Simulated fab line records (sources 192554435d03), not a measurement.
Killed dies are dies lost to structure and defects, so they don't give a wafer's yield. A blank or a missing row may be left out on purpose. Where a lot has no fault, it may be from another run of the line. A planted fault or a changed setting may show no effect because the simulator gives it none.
fab line records	flow n5Finfet
[record] lots = 7	wafers = 21
route steps=1938 shown GATE_CUT@490 MOL_CONTACT_COAG@531 BEOL_M0_SAQP@658 BEOL_M1@797 BEOL_M2@881
startH: hours from the record's first day to the start of the lot's first wafer shown	waitH: hours from the lot's prior step to this one	" the same as in the row above	L1.1+2: a single row standing in for several wafers	- no value present, or no start provided	* or withheld: withheld	< > ~ a bound
route shown NAME@n: NAME is a module with steps in the file, n the number in the route of the first one	usual: average and standard deviation across the fault-free wafers	same: alike in all rows	chamber/n: place in a boat	sites: readings site by site	_std_site: standard deviation across them	_edge_site: inner sites' mean taken away from outer sites' mean	radiusMm: how far each site lies from the wafer's centre	mask NAME#n: copy n	behind: the tool/chamber that last shaped the wafer	hold: cause of the lot's hold/its duration in hours/its outcome	device: transistor that didn't switch, given as n, p or np	end of line: at the end of the route, the tests of the same wafers	a step without rows: its recipe alone	killed: dies that structure and defects cost at the first sort, which is not the same as the wafer's yield	map: the dies of a wafer, with x for killed, . for not killed, _ for no die there
set.NAME: setting as actually run; set.NAME@STEP: the setting as run at that earlier step	model.NAME: the simulator's own value behind a step, which no gauge read
lots where settings were altered on purpose, with a table for each step and a row for each wafer
[[steps]]
[step N5_GATE_CUT_DESCUM_18]
[recipe] chemistry = O2	timeS = 7	sourcePowerW = 50	biasPowerW = 20	pressureMtorr = 20	rfFrequencyHz = 2.712e+07	tempC = 40	resist = CAR-EUV	o2FlowSccm = 225
lot.wafer	tool	chamber	startH	waitH	set.timeS	model.CAR-EUV_of_GATE_CUT_COAT_07.thkNm
L075.1	rieDiel-01	0	88.27	0.0	8.46	25.4
L075.3	"	3	"	"	8.46	25.2
L075.6	"	2	"	"	7	26.2
L081.2	rieDiel-03	2	125.73	0.0	8.196	25.2
L081.5	"	0	"	"	7	26
L081.6	"	1	"	"	8.196	25.4
L083.1	rieDiel-01	0	137.07	0.0	8.04	25.4
L083.3+4	"	1,2	"	"	8.04	25.6
L086.2	rieDiel-01	3	159.48	0.3	7	26
L086.4	"	0	"	"	8.381	25.4
L086.6	"	3	"	"	8.381	25.6
L088.1	rieDiel-05	2	169.47	0.0	7	26
L088.3	"	1	"	"	7	26.2
L088.6	"	0	"	"	8.466	25.4
L093.1	rieDiel-03	3	207.45	0.0	7	26
L093.2	"	2	"	"	8.154	25.4
L093.4	"	1	"	"	8.154	25.6
L095.2+6	rieDiel-05	2,1	214.33	0.0	7	26
L095.4	"	3	"	"	7	26.2
[step N5_GATE_CUT_ETCH_28]
[recipe] chemistry = N2/H2	target = underlayer	targetDepthA = 130	maskMaterial = CAR-EUV	timeS = 10.4	ionEnergyEv = 200	pressureMtorr = 30	sourceW = 840	biasW = 150	n2FlowSccm = 200	h2FlowSccm = 200	ends = cleared
lot.wafer	tool	chamber	startH	waitH	set.timeS@GATE_CUT_DESCUM_18	model.CAR-EUV_of_GATE_CUT_COAT_07.thkNm
L075.1+3	rieDiel-01	0,3	88.30	0.0	8.46	13.8
L075.6	"	2	"	"	7	14.8
L081.2	rieDiel-03	2	125.77	0.0	8.196	13.8
L081.5	"	0	"	"	7	14.6
L081.6	"	1	"	"	8.196	14
L083.1	rieDiel-01	0	137.11	0.0	8.04	14
L083.3+4	"	1,2	"	"	8.04	14.2
L086.2	rieDiel-01	3	159.51	0.0	7	14.6
L086.4+6	"	0,3	"	"	8.381	14
L088.1	rieDiel-05	2	169.50	0.0	7	14.6
L088.3	"	1	"	"	7	14.8
L088.6	"	0	"	"	8.466	14
L093.1	rieDiel-03	3	207.48	0.0	7	14.6
L093.2+4	"	2,1	"	"	8.154	14
L095.2+4+6	rieDiel-05	2,3,1	214.36	0.0	7	14.6
[step N5_GATE_CUT_ETCH_36]
[recipe] chemistry = CF4	target = SiARC	targetDepthA = 130	maskMaterial = CAR-EUV	timeS = 21.7	ionEnergyEv = 80	pressureMtorr = 40	sourceW = 545	biasW = 36	Ar_flow_sccm = 100	cf4FlowSccm = 100	ends = cleared
lot.wafer	tool	chamber	startH	waitH	set.timeS@GATE_CUT_DESCUM_18	model.CAR-EUV_of_GATE_CUT_COAT_07.thkNm
L075.1+3	rieDiel-01	0,3	88.32	0.0	8.46	6.2
L075.6	"	2	"	"	7	7.2
L081.2	rieDiel-03	2	125.79	0.0	8.196	6
L081.5	"	0	"	"	7	6.8
L081.6	"	1	"	"	8.196	6.2
L083.1	rieDiel-01	0	137.13	0.0	8.04	6.4
L083.3+4	"	1,2	"	"	8.04	6.6
L086.2	rieDiel-01	3	159.53	0.0	7	7
L086.4	"	0	"	"	8.381	6.2
L086.6	"	3	"	"	8.381	6.4
L088.1+3	rieDiel-05	2,1	169.52	0.0	7	7
L088.6	"	0	"	"	8.466	6.2
L093.1	rieDiel-03	3	207.50	0.0	7	7
L093.2+4	"	2,1	"	"	8.154	6.4
L095.2	rieDiel-05	2	214.38	0.0	7	6.8
L095.4+6	"	3,1	"	"	7	7
[step N5_GATE_CUT_ETCH_37]
[recipe] chemistry = N2/H2	target = SOC	targetDepthA = 600	overetchA = 120	maskMaterial = SiARC	tempC = 40	timeS = 90	ionEnergyEv = 200	pressureMtorr = 30	sourceW = 840	biasW = 150	n2FlowSccm = 200	h2FlowSccm = 200
lot.wafer	tool	chamber	startH	waitH	set.spinRpm@GATE_CUT_COAT_34	model.etch.depthNm
L075.1	rieDiel-01	0	88.35	0.0	1500	60.01
L075.3	"	3	"	"	1500	60.05
L075.6	"	2	"	"	1385	62.34
L081.2	rieDiel-03	2	125.81	0.0	1500	60.36
L081.5	"	0	"	"	1500	60.53
L081.6	"	1	"	"	1500	60.4
L083.1	rieDiel-01	0	137.16	0.0	1500	60.44
L083.3	"	1	"	"	1500	60.31
L083.4	"	2	"	"	1500	60.38
L086.2	rieDiel-01	3	159.56	0.0	1500	60.05
L086.4	"	0	"	"	1500	60.07
L086.6	"	3	"	"	1500	60.15
L088.1	rieDiel-05	2	169.55	0.0	1376	63.02
L088.3	"	1	"	"	1500	60.33
L088.6	"	0	"	"	1500	60.51
L093.1	rieDiel-03	3	207.53	0.0	1500	59.49
L093.2	"	2	"	"	1640	57.14
L093.4	"	1	"	"	1640	56.99
L095.2	rieDiel-05	2	214.41	0.0	1500	60.15
L095.4	"	3	"	"	1500	60.01
L095.6	"	1	"	"	1500	60.08
[step N5_GATE_CUT_STRIP_38]
[recipe] chemistry = N2/H2	tempC = 40	n2FlowSccm = 200	h2FlowSccm = 200	rfFrequencyHz = 6e+07
[step N5_GATE_CUT_STRIP_39]
[recipe] chemistry = N2/H2	tempC = 40	n2FlowSccm = 200	h2FlowSccm = 200	rfFrequencyHz = 6e+07
[step N5_GATE_CUT_HM_OPEN_40]
[recipe] chemistry = C4F6/O2	target = SiO2	maskMaterial = SiARC	targetDepthA = 1390	timeS = 85.1	ionEnergyEv = 250	pressureMtorr = 30	sourceW = 345	biasW = 185	Ar_flow_sccm = 300	C4F6_flow_sccm = 10	O2_flow_sccm = 10	ends = cleared
lot.wafer	tool	chamber	startH	waitH	set.spinRpm@GATE_CUT_COAT_34	model.SOC_of_GATE_CUT_COAT_34.thkNm
L075.1	rieDiel-01	0	88.43	0.0	1500	32.4
L075.3	"	3	"	"	1500	32.2
L075.6	"	2	"	"	1385	34.4
L081.2	rieDiel-03	2	125.90	0.0	1500	33.2
L081.5	"	0	"	"	1500	32.2
L081.6	"	1	"	"	1500	33
L083.1+3	rieDiel-01	0,1	137.24	0.0	1500	33.2
L083.4	"	2	"	"	1500	33
L086.2	rieDiel-01	3	159.64	0.0	1500	32.8
L086.4	"	0	"	"	1500	32
L086.6	"	3	"	"	1500	32.2
L088.1	rieDiel-05	2	169.63	0.0	1376	36
L088.3	"	1	"	"	1500	32.8
L088.6	"	0	"	"	1500	32.4
L093.1	rieDiel-03	3	207.61	0.0	1500	32.6
L093.2	"	2	"	"	1640	30.4
L093.4	"	1	"	"	1640	29.8
L095.2+4+6	rieDiel-05	2,3,1	214.49	0.0	1500	32.8
[step N5_MOL_CONTACT_COAG_ETCH_105]
[recipe] chemistry = CF4	target = SiARC	targetDepthA = 156	maskMaterial = CAR-EUV	timeS = 26	ionEnergyEv = 80	pressureMtorr = 40	sourceW = 545	biasW = 36	Ar_flow_sccm = 100	cf4FlowSccm = 100	ends = cleared
[usual] rfVppV = 184.2/1.1
lot.wafer	tool	chamber	startH	waitH	set.biasW	rfVppV
L075.1	rieDiel-02	0	92.56	0.0	36	183.6
L075.3	"	3	"	"	38.88	196.5
L075.6	"	0	"	"	38.88	192.6
L081.2	rieDiel-06	1	129.73	0.0	40.2	198.3
L081.5	"	2	"	"	36	183.6
L081.6	"	1	"	"	36	184.9
L083.1	rieDiel-02	1	142.05	0.0	36	183.3
L083.3	"	2	"	"	37.72	188.7
L083.4	"	0	"	"	37.72	189.2
L086.2	rieDiel-04	2	163.49	0.0	36	185.0
L086.4	"	0	"	"	36	184.1
L086.6	"	3	"	"	36	184.3
L088.1	rieDiel-04	2	173.31	0.0	36	184.2
L088.3	"	0	"	"	36	185.4
L088.6	"	2	"	"	36	184.8
L093.1	rieDiel-02	1	211.61	0.0	36	183.8
L093.2	"	0	"	"	30.25	163.6
L093.4	"	3	"	"	36	184.4
L095.2	rieDiel-04	1	218.26	0.0	36	182.8
L095.4	"	3	"	"	36	183.9
L095.6	"	0	"	"	36	184.7
[step N5_MOL_CONTACT_COAG_CONTACT_ETCH_14]
[recipe] chemistry = C4F6/O2	target = SiO2	targetDepthA = 275	overetchA = 85	maskMaterial = SOC	pressureMtorr = 30	sourceW = 370	biasW = 185	Ar_flow_sccm = 300	C4F6_flow_sccm = 16	O2_flow_sccm = 10	timeS = 20	ionEnergyEv = 259.6
[usual] rfVppV = 693.3/2.8
lot.wafer	tool	chamber	startH	waitH	set.sourceW	rfVppV
L075.1	rieDiel-02	0	92.69	0.0	370	687.4
L075.3	"	3	"	"	370	699.2
L075.6	"	0	"	"	370	687.6
L081.2	rieDiel-06	1	129.85	0.0	407.4	675.7
L081.5	"	2	"	"	407.4	674.1
L081.6	"	1	"	"	370	694.3
L083.1	rieDiel-02	1	142.18	0.0	370	691.3
L083.3	"	2	"	"	370	693.9
L083.4	"	0	"	"	370	687.3
L086.2	rieDiel-04	2	163.62	0.0	370	694.8
L086.4	"	0	"	"	431.8	662.9
L086.6	"	3	"	"	370	694.2
L088.1	rieDiel-04	2	173.43	0.0	340.7	707.2
L088.3	"	0	"	"	370	694.4
L088.6	"	2	"	"	340.7	706.8
L093.1	rieDiel-02	1	211.74	0.0	339.2	709.8
L093.2	"	0	"	"	339.2	719.1
L093.4	"	3	"	"	339.2	714.8
L095.2	rieDiel-04	1	218.39	0.0	370	693.0
L095.4	"	3	"	"	370	693.6
L095.6	"	0	"	"	370	693.8
[step N5_MOL_CONTACT_COAG_EXPOSE_37]
[recipe] maskId = VD	na = 0.33	sourceShape = annular	sigmaInner = 0.3	sigmaOuter = 0.7	polarization = unpolarized	defocusNm = 0	doseMj = 62
lot.wafer	tool	chamber	startH	waitH	mask	set.doseMj
L075.1+3+6	euvScanner-02	0	103.17	-	VD#0	62
L081.2+5	euvScanner-01	0	139.76	-	VD#0	57.87
L081.6	"	0	"	"	VD#0	62
L083.1+4	euvScanner-02	0	157.39	-	VD#0	57.59
L083.3	"	0	"	"	VD#0	62
L086.2+4+6	euvScanner-02	0	176.19	-	VD#0	62
L088.1	euvScanner-01	0	185.89	-	VD#0	62
L088.3+6	"	0	"	"	VD#0	66.17
L093.1+2	euvScanner-02	0	224.24	-	VD#0	64.66
L093.4	"	0	"	"	VD#0	62
L095.2+4+6	euvScanner-01	0	227.90	-	VD#0	62
[step N5_MOL_CONTACT_COAG_PEB_38]
[recipe] pebTempC = 100	pebTimeS = 60	resist = CAR-EUV
[step N5_MOL_CONTACT_COAG_DEVELOP_39]
[recipe] developTimeS = 30	developer = TMAH	resist = CAR-EUV	rinseLiquid = surfactantRinse	dry = airSpin	devTempC = 23
[step N5_MOL_CONTACT_COAG_CD_MEAS_40]
[recipe] targetCdNm = 25.1	landingEnergyEv = 500	detector = seInlens	polarity = opening
[usual] cdNm = 25.14/0.23
lot.wafer	tool	chamber	startH	waitH	set.doseMj@MOL_CONTACT_COAG_EXPOSE_37	cdNm
L075.1	cdSem-03	0	103.31	-	62	24.90
L075.3	"	0	"	"	62	25.02
L075.6	"	0	"	"	62	25.15
L081.2	cdSem-02	0	139.89	-	57.87	24.43
L081.5	"	0	"	"	57.87	23.93
L081.6	"	0	"	"	62	24.93
L083.1	cdSem-03	0	157.53	-	57.59	24.00
L083.3	"	0	"	"	62	25.16
L083.4	"	0	"	"	57.59	24.01
L086.2	cdSem-03	0	176.32	-	62	25.01
L086.4	"	0	"	"	62	25.32
L086.6	"	0	"	"	62	25.00
L088.1	cdSem-01	0	186.04	-	62	24.64
L088.3	"	0	"	"	66.17	26.50
L088.6	"	0	"	"	66.17	26.37
L093.1	cdSem-01	0	224.39	-	64.66	25.49
L093.2	"	0	"	"	64.66	25.70
L093.4	"	0	"	"	62	24.77
L095.2	cdSem-02	0	228.04	-	62	24.98
L095.4	"	0	"	"	62	25.33
L095.6	"	0	"	"	62	25.04
[step N5_MOL_CONTACT_COAG_ALD_133]
[recipe] material = SiO2	targetThkA = 50	tempC = 100	aldPrecursorFamily = BDEAS	aldCoReactant = O2-plasma	pulseTimeS = 1	coReactantPulseTimeS = 1	purgeTimeS = 2	coReactantPurgeTimeS = 2	aldCycles = 35	pressureTorr = 2
lot.wafer	tool	chamber	startH	waitH	set.aldCycles	model.SiO2_of_MOL_CONTACT_COAG_ALD_133.thkNm
L075.1+6	aldSin-02	1,3	103.57	0.1	35	5
L075.3	"	0	"	"	37	5.2
L081.2+5	aldSin-04	0	140.22	0.1	35	5
L081.6	"	1	"	"	32	4.6
L083.1+3+4	aldSin-02	3,2,1	158.32	0.6	35	5
L086.2+4+6	aldSin-03	2,0,3	176.59	0.1	35	5
L088.1+3	aldSin-04	3,2	186.53	0.3	35	5
L088.6	"	3	"	"	33	4.8
L093.1+4	aldSin-04	3,1	224.92	0.1	35	5
L093.2	"	0	"	"	39	5.6
L095.2+4+6	aldSin-04	0,2,2	228.64	0.4	35	5
[step N5_MOL_CONTACT_COAG_ETCHBACK_134]
[recipe] chemistry = CHF3	target = SiO2	targetDepthA = 100	timeS = 6.7	ionEnergyEv = 200	pressureMtorr = 30	sourceW = 610	biasW = 170	Ar_flow_sccm = 200	CHF3_flow_sccm = 50
[step N5_MOL_CONTACT_COAG_ETCH_67]
[recipe] chemistry = N2/H2	target = SOC	targetDepthA = 600	overetchA = 210	maskMaterial = SiARC	tempC = 40	timeS = 101.2	ionEnergyEv = 200	pressureMtorr = 30	sourceW = 840	biasW = 150	n2FlowSccm = 200	h2FlowSccm = 200
[step N5_MOL_CONTACT_COAG_PRECLEAN_138]
[recipe] chemistry = alkalineClean	tempC = 60	timeS = 60	doPpb = 50
[step N5_MOL_CONTACT_COAG_SRD_139]
[recipe] dry = ipaMarangoni	timeS = 30	tempC = 23	rinseLiquid = diw
[step N5_MOL_CONTACT_COAG_CD_MEAS_101]
[recipe] targetCdNm = 16
[usual] cdNm = 16.0/0.3
lot.wafer	tool	chamber	startH	waitH	set.doseMj@MOL_CONTACT_COAG_EXPOSE_37	cdNm
L075.1	cdSem-03	-	104.26	0.0	62	16.0
L075.3	"	-	"	"	62	15.7
L075.6	"	-	"	"	62	15.8
L081.2	cdSem-03	-	140.92	0.0	57.87	15.0
L081.5	"	-	"	"	57.87	15.1
L081.6	"	-	"	"	62	16.2
L083.1	cdSem-02	-	159.04	0.0	57.59	14.5
L083.3	"	-	"	"	62	15.8
L083.4	"	-	"	"	57.59	14.9
L086.2	cdSem-03	-	177.28	0.0	62	16.3
L086.4	"	-	"	"	62	16.2
L086.6	"	-	"	"	62	16.3
L088.1	cdSem-01	-	187.28	0.0	62	16.0
L088.3	"	-	"	"	66.17	17.5
L088.6	"	-	"	"	66.17	17.1
L093.1	cdSem-02	-	226.02	0.0	64.66	17.0
L093.2	"	-	"	"	64.66	16.8
L093.4	"	-	"	"	62	16.1
L095.2	cdSem-02	-	229.64	0.0	62	16.0
L095.4	"	-	"	"	62	16.2
L095.6	"	-	"	"	62	16.4
[step N5_BEOL_M0_SAQP_MANDREL_ETCH_20]
[recipe] targetDepthA = 600	chemistry = HBr/Cl2	target = a-Si	stopOn = SiNx	btTimeS = 10	maskMaterial = SOC	overEtchFrac = 0.5	timeS = 30	pressureMtorr = 10	icpW = 800	biasW = 75	HBr_flow_sccm = 150	Cl2_flow_sccm = 80	ends = endPoint
lot.wafer	tool	chamber	startH	waitH	set.icpW	model.SOC_of_BEOL_M0_SAQP_COAT_81.thkNm
L075.1+6	rieSi-05	0,2	110.18	0.0	848.8	75
L075.3	"	1	"	"	800	75.6
L081.2+5+6	rieSi-05	0,2,1	149.49	0.0	800	75.8
L083.1	rieSi-06	0	164.50	0.0	800	76.6
L083.3	"	1	"	"	800	76.2
L083.4	"	1	"	"	733.5	76.8
L086.2+4	rieSi-06	0,1	185.27	0.0	800	76
L086.6	"	1	"	"	800	75.8
L088.1	rieSi-06	3	192.93	0.0	800	76.2
L088.3+6	"	0	"	"	800	76.4
L093.1	rieSi-06	1	233.33	0.0	665.6	78.4
L093.2	"	0	"	"	800	76.4
L093.4	"	2	"	"	665.6	78.8
L095.2	rieSi-05	0	238.09	0.0	800	76
L095.4	"	1	"	"	800	76.2
L095.6	"	1	"	"	800	76.6
[step N5_BEOL_M1_VIA_ETCH_34]
[recipe] chemistry = C4F6/O2	targetDepthA = 678	maskMaterial = SOC	pressureMtorr = 15	ionEnergyEv = 250	taperDeg = 4	timeS = 64.4	sourceW = 350	biasW = 170	Ar_flow_sccm = 300	C4F6_flow_sccm = 10	O2_flow_sccm = 10
lot.wafer	tool	chamber	startH	waitH	set.timeS	model.etch.depthNm	model.SOC_of_BEOL_M1_COAT_67.thkNm
L075.1	rieDiel-05	1	127.83	0.0	64.4	67.14	52.2
L075.3	"	3	"	"	64.4	66.98	52
L075.6	"	0	"	"	64.4	66.46	52.2
L081.2	rieDiel-03	1	172.38	0.0	64.4	65.7	52.4
L081.5	"	0	"	"	77.63	81.23	50.6
L081.6	"	3	"	"	64.4	67.46	52.2
L083.1	rieDiel-01	1	179.37	0.0	64.4	68.18	52
L083.3	"	0	"	"	64.4	67.37	52
L083.4	"	1	"	"	64.4	67.01	51.8
L086.2	rieDiel-03	3	202.28	0.0	64.4	67.87	52.2
L086.4	"	1	"	"	64.4	66.49	52.4
L086.6	"	0	"	"	54.16	56.23	53.4
L088.1	rieDiel-01	2	211.10	0.0	75.74	80.51	50.6
L088.3	"	3	"	"	75.74	80.75	50.6
L088.6	"	2	"	"	75.74	80.71	50.8
L093.1	rieDiel-05	3	253.56	0.0	64.4	67.29	52.4
L093.2	"	2	"	"	64.4	69.57	51.8
L093.4	"	0	"	"	64.4	67.83	52
L095.2	rieDiel-01	3	256.64	0.0	64.4	69.13	51.8
L095.4	"	1	"	"	64.4	68.25	52
L095.6	"	3	"	"	64.4	68.97	52
[step N5_BEOL_M1_TRENCH_ETCH_37]
[recipe] chemistry = C4F6/O2	targetDepthA = 552.07	target = SiOC	timeS = 29	ionEnergyEv = 250	pressureMtorr = 30	sourceW = 355	biasW = 185	Ar_flow_sccm = 300	C4F6_flow_sccm = 10	O2_flow_sccm = 10
[usual] rfVppV = 664/6.9
lot.wafer	tool	chamber	startH	waitH	set.sourceW	rfVppV	model.etch.depthNm	model.BEOL_M1.featureDepthNm
L075.1	rieDiel-05	1	-	-	326.2	694	53.18	53.2
L075.3	"	3	"	"	355	659	54.97	55
L075.6	"	0	"	"	355	656	54.96	55
L081.2	rieDiel-03	1	-	-	403.7	630	56.85	56.8
L081.5	"	0	"	"	355	662	54.55	54.6
L081.6	"	3	"	"	355	662	55.52	55.6
L083.1	rieDiel-01	1	-	-	312.6	724	53.01	53
L083.3	"	0	"	"	355	662	56.03	56
L083.4	"	1	"	"	355	679	55.71	55.8
L086.2	rieDiel-03	3	-	-	409.9	618	57.86	57.8
L086.4	"	1	"	"	355	671	53.6	53.6
L086.6	"	0	"	"	355	661	54.12	54.2
L088.1	rieDiel-01	2	-	-	292.5	740	52.14	52.2
L088.3	"	3	"	"	355	665	56.5	56.4
L088.6	"	2	"	"	292.5	741	52.11	52.2
L093.1	rieDiel-05	3	-	-	374.9	639	56	56
L093.2	"	2	"	"	355	651	56.89	56.8
L093.4	"	0	"	"	355	656	54.72	54.8
L095.2	rieDiel-01	3	-	-	355	665	55.71	55.8
L095.4	"	1	"	"	355	678	54.94	55
L095.6	"	3	"	"	355	665	55.85	55.8
[step N5_BEOL_M1_ETCH_41]
[recipe] chemistry = CH3F/O2	target = SiCN	targetDepthA = 319	taperDeg = 2	timeS = 57.8	ionEnergyEv = 120	maskMaterial = TiN	pressureMtorr = 30	sourceW = 395	biasW = 75	Ar_flow_sccm = 150	CH3F_flow_sccm = 30	O2_flow_sccm = 20
[step N5_BEOL_M1_STRIP_97]
[recipe] chemistry = N2/H2	timeS = 10	powerW = 450	tempC = 40	pressureMtorr = 20	rfFrequencyHz = 6e+07	biasPowerW = 7	n2FlowSccm = 200	h2FlowSccm = 200
[step N5_BEOL_M1_OCD_MEAS_38]
[usual] trenchDepthNm = 55.2/0.76
lot.wafer	tool	chamber	startH	waitH	set.sourceW@BEOL_M1_TRENCH_ETCH_37	trenchDepthNm
L075.1	ocd-02	-	128.09	-	326.2	53.5
L075.3	"	-	"	"	355	54.9
L075.6	"	-	"	"	355	55.5
L081.2	ocd-02	-	172.63	-	403.7	56.9
L081.5	"	-	"	"	355	54.4
L081.6	"	-	"	"	355	55.2
L083.1	ocd-02	-	179.63	-	312.6	52.7
L083.3	"	-	"	"	355	56.3
L083.4	"	-	"	"	355	56.0
L086.2	ocd-02	-	202.54	-	409.9	57.7
L086.4	"	-	"	"	355	53.7
L086.6	"	-	"	"	355	54.4
L088.1	ocd-01	-	211.36	-	292.5	52.0
L088.3	"	-	"	"	355	56.3
L088.6	"	-	"	"	292.5	52.2
L093.1	ocd-01	-	253.82	-	374.9	56.3
L093.2	"	-	"	"	355	56.7
L093.4	"	-	"	"	355	54.3
L095.2	ocd-02	-	256.90	-	355	56.0
L095.4	"	-	"	"	355	55.0
L095.6	"	-	"	"	355	56.2
[step N5_BEOL_M2_ETCH_69]
[recipe] chemistry = CF4	target = SiARC	targetDepthA = 156	maskMaterial = CAR-EUV	timeS = 26	ionEnergyEv = 80	pressureMtorr = 40	sourceW = 545	biasW = 36	Ar_flow_sccm = 100	cf4FlowSccm = 100	ends = cleared
[usual] rfVppV = 184.2/0.97
lot.wafer	tool	chamber	startH	waitH	set.biasW	rfVppV
L075.1	rieDiel-06	1	136.30	0.0	38.08	190.5
L075.3	"	2	"	"	36	183.1
L075.6	"	1	"	"	36	185.4
L081.2	rieDiel-04	3	181.12	0.0	36	184.6
L081.5	"	0	"	"	36	184.3
L081.6	"	1	"	"	36	185.5
L083.1	rieDiel-06	2	188.69	0.0	32.71	173.5
L083.3	"	3	"	"	32.71	171.4
L083.4	"	0	"	"	32.71	172.9
L086.2	rieDiel-06	1	209.05	0.0	36	184.7
L086.4	"	3	"	"	39.18	192.0
L086.6	"	2	"	"	36	184.0
L088.1	rieDiel-06	2	218.79	0.0	36	184.1
L088.3	"	0	"	"	31.9	169.6
L088.6	"	3	"	"	36	182.6
L093.1	rieDiel-06	1	261.48	0.0	36	185.1
L093.2	"	2	"	"	36	184.9
L093.4	"	0	"	"	36	182.6
L095.2	rieDiel-04	3	263.99	0.0	36	184.4
L095.4	"	0	"	"	36	185.2
L095.6	"	1	"	"	36	183.8
[[key]]
[split] step = N5_GATE_CUT_DESCUM_18	setting = timeS	stated = 7	by = wafer
[response] step = N5_GATE_CUT_DESCUM_18	reading = model.CAR-EUV_of_GATE_CUT_COAT_07.thkNm	change = -0.0348	per = 1%	r = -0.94
[response] step = N5_GATE_CUT_ETCH_28	reading = model.CAR-EUV_of_GATE_CUT_COAT_07.thkNm	change = -0.0379	per = 1%	r = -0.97
[response] step = N5_GATE_CUT_ETCH_36	reading = model.CAR-EUV_of_GATE_CUT_COAT_07.thkNm	change = -0.0401	per = 1%	r = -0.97
[split] step = N5_MOL_CONTACT_COAG_ETCH_105	setting = biasW	stated = 36	by = wafer
[response] step = N5_MOL_CONTACT_COAG_ETCH_105	reading = rfVppV	change = +1.27	per = 1%	r = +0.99
[split] step = N5_MOL_CONTACT_COAG_CONTACT_ETCH_14	setting = sourceW	stated = 370	by = wafer
[response] step = N5_MOL_CONTACT_COAG_CONTACT_ETCH_14	reading = rfVppV	change = -1.85	per = 1%	r = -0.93
[split] step = N5_MOL_CONTACT_COAG_EXPOSE_37	setting = doseMj	stated = 62	by = wafer
[response] step = N5_MOL_CONTACT_COAG_CD_MEAS_40	reading = cdNm	change = +0.182	per = 1%	r = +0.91
[response] step = N5_MOL_CONTACT_COAG_CD_MEAS_101	reading = cdNm	change = +0.17	per = 1%	r = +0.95
[split] step = N5_MOL_CONTACT_COAG_ALD_133	setting = aldCycles	stated = 35	by = wafer
[response] step = N5_MOL_CONTACT_COAG_ALD_133	reading = model.SiO2_of_MOL_CONTACT_COAG_ALD_133.thkNm	change = +0.0467	per = 1%	r = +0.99
[split] step = N5_BEOL_M0_SAQP_MANDREL_ETCH_20	setting = icpW	stated = 800	by = wafer
[response] step = N5_BEOL_M0_SAQP_MANDREL_ETCH_20	reading = model.SOC_of_BEOL_M0_SAQP_COAT_81.thkNm	change = -0.113	per = 1%	r = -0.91
[split] step = N5_BEOL_M1_VIA_ETCH_34	setting = timeS	stated = 64.4	by = wafer
[response] step = N5_BEOL_M1_VIA_ETCH_34	reading = model.etch.depthNm	change = +0.704	per = 1%	r = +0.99
[response] step = N5_BEOL_M1_VIA_ETCH_34	reading = model.SOC_of_BEOL_M1_COAT_67.thkNm	change = -0.0777	per = 1%	r = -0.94
[split] step = N5_BEOL_M1_TRENCH_ETCH_37	setting = sourceW	stated = 355	by = wafer
[response] step = N5_BEOL_M1_TRENCH_ETCH_37	reading = rfVppV	change = -3.63	per = 1%	r = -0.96
[response] step = N5_BEOL_M1_TRENCH_ETCH_37	reading = model.etch.depthNm	change = +0.218	per = 1%	r = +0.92
[response] step = N5_BEOL_M1_TRENCH_ETCH_37	reading = model.BEOL_M1.featureDepthNm	change = +0.213	per = 1%	r = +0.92
[response] step = N5_BEOL_M1_OCD_MEAS_38	reading = trenchDepthNm	change = +0.222	per = 1%	r = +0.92
[split] step = N5_BEOL_M2_ETCH_69	setting = biasW	stated = 36	by = wafer
[response] step = N5_BEOL_M2_ETCH_69	reading = rfVppV	change = +1.08	per = 1%	r = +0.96
split outsideThisFile step=N5_GATE_CUT_COAT_34 setting=spinRpm
// split outsideThisFile: this setting was split too, and the file shows its column; the key of that split is in another file
